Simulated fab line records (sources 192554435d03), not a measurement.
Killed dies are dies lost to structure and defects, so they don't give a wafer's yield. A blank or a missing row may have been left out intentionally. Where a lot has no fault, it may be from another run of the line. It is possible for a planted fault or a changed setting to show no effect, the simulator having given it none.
Comparing a struck lot with a sound one	flow n5_finfet	21 steps out of a route of 1938
Sound: wafers L331.1, L331.2, L331.4. Wafers struck: L336.2, L336.3, L336.6. Last of all comes the cause.
For every step that has rows: the tool of each side, followed by ch and its chambers, followed by its first start. Under that, the readings that differ: sound wafers	struck wafers	difference of the means	sigmas: that difference in standard deviations of wafers without a fault.
alike: readings whose means differ by less than 2 such deviations, and words and numbers that are the same on both sides. not compared: withheld readings, readings that some wafer has no value for, bounds like >300 that may hide the same value, and numbers for which the record gives no deviation and whose values overlap.
A row with sigmas, a row that says differs or no value, or rows on one side alone: a step with any of these is where the two part. Numbers that have no deviation but don't overlap get no sigmas and don't part them. A reading missing from all wafers of one side parts the sides only when that side holds two or more wafers.

first, 1 step without rows for these wafers: N5_WELL_APT_HARDBAKE_12 (time 120 s).
N5_WELL_APT_CD_MEAS_08: target cd 200 nm.
  sound on cd_sem-02 ch 0, day 3 01:42; struck on cd_sem-02 ch 0, day 4 07:41
  alike: cd_nm
N5_WELL_APT_OVL_MEAS_09:
  sound on overlay-01 ch 0, day 3 01:44; struck on overlay-01 ch 0, day 4 07:43
  alike: NWELL_OVL
N5_WELL_APT_INSPECT_10: inspects for defects (macro).
  struck on defect_inspect-02, day 4 07:44; sound on defect_inspect-01, day 3 01:45
  alike: raw_defect_count
N5_WELL_APT_DESCUM_13: chemistry O2, time 7.9 s.
  sound on rie_diel-03 ch 0,3, day 3 01:50; struck on rie_diel-02 ch 1,2, day 4 07:46
  alike: drypump_motor_current_A, o2_flow_sccm, oes_product_au, rf_vpp_V, showerhead_plenum_p_Torr, throttle_valve_pct
  not compared: rf_hours_counter_h
then, 7 steps without rows for these wafers: N5_WELL_APT_IMPLANT_14; N5_WELL_APT_IMPLANT_15; N5_WELL_APT_STRIP_16 (strips in SPM, time 900 s); N5_WELL_APT_HMDS_18 (time 60 s); N5_WELL_APT_COAT_19 (resist thk 950 nm); N5_WELL_APT_EBR_21; N5_WELL_APT_SOFTBAKE_20 (time 60 s).
N5_WELL_APT_EXPOSE_22: exposes mask PWELL, defocus 0 nm, target cd 200 nm.
  sound on krf_scanner-01 ch 0, day 3 02:42; struck on krf_scanner-01 ch 0, day 4 08:38
reading	sound	struck	difference	sigmas
exposure_dose_mJ_cm2	23.225 23.200 23.222	24.477 24.466 24.514	+1.270	+53
reticle_temp_C (C)	23.01 23.15 23.04	22.80 22.64 22.93	-0.28	-3
  alike: mask
then, 3 steps without rows for these wafers: N5_WELL_APT_PEB_23 (peb time 90 s); N5_WELL_APT_DEVELOP_24 (develop time 45 s); N5_WELL_APT_HARDBAKE_29 (time 120 s).
N5_WELL_APT_CD_MEAS_25: target cd 200 nm.
  sound on cd_sem-02 ch 0, day 3 02:52; struck on cd_sem-03 ch 0, day 4 08:49
reading	sound	struck	difference	sigmas
cd_nm (nm)	200.8 199.8 200.1	210.9 210.6 208.8	+9.9	+6
N5_WELL_APT_OVL_MEAS_26:
  sound on overlay-02 ch 0, day 3 02:54; struck on overlay-01 ch 0, day 4 08:50
  alike: PWELL_OVL
N5_WELL_APT_INSPECT_27: inspects for defects (macro).
  struck on defect_inspect-01, day 4 08:52; sound on defect_inspect-01, day 3 02:55
  alike: raw_defect_count
N5_WELL_APT_DESCUM_30: chemistry O2, time 7.9 s.
  sound on rie_diel-02 ch 2,3, day 3 02:58; struck on rie_diel-05 ch 1,2,3, day 4 09:17
reading	sound	struck	difference	sigmas
model.WELL_APT.cd_nm (nm)	200.8 199.8 200	211.2 210.7 209	+10.1	
  alike: drypump_motor_current_A, o2_flow_sccm, oes_product_au, rf_vpp_V, showerhead_plenum_p_Torr, throttle_valve_pct
  not compared: rf_hours_counter_h
then, 1 step without rows for these wafers: N5_WELL_APT_IMPLANT_31.

## WHERE THEY PART
Earliest at N5_WELL_APT_EXPOSE_22; latest, in this record, at N5_WELL_APT_CD_MEAS_25. Later steps at which nothing parts them and some readings are alike: N5_WELL_APT_OVL_MEAS_26, N5_WELL_APT_INSPECT_27, N5_WELL_APT_DESCUM_30.

WHY: the cause the simulator had injected
Process parameters drifting: krf_scanner-01 at N5_WELL_APT_EXPOSE_22, beginning at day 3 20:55. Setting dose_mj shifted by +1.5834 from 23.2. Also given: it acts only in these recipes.
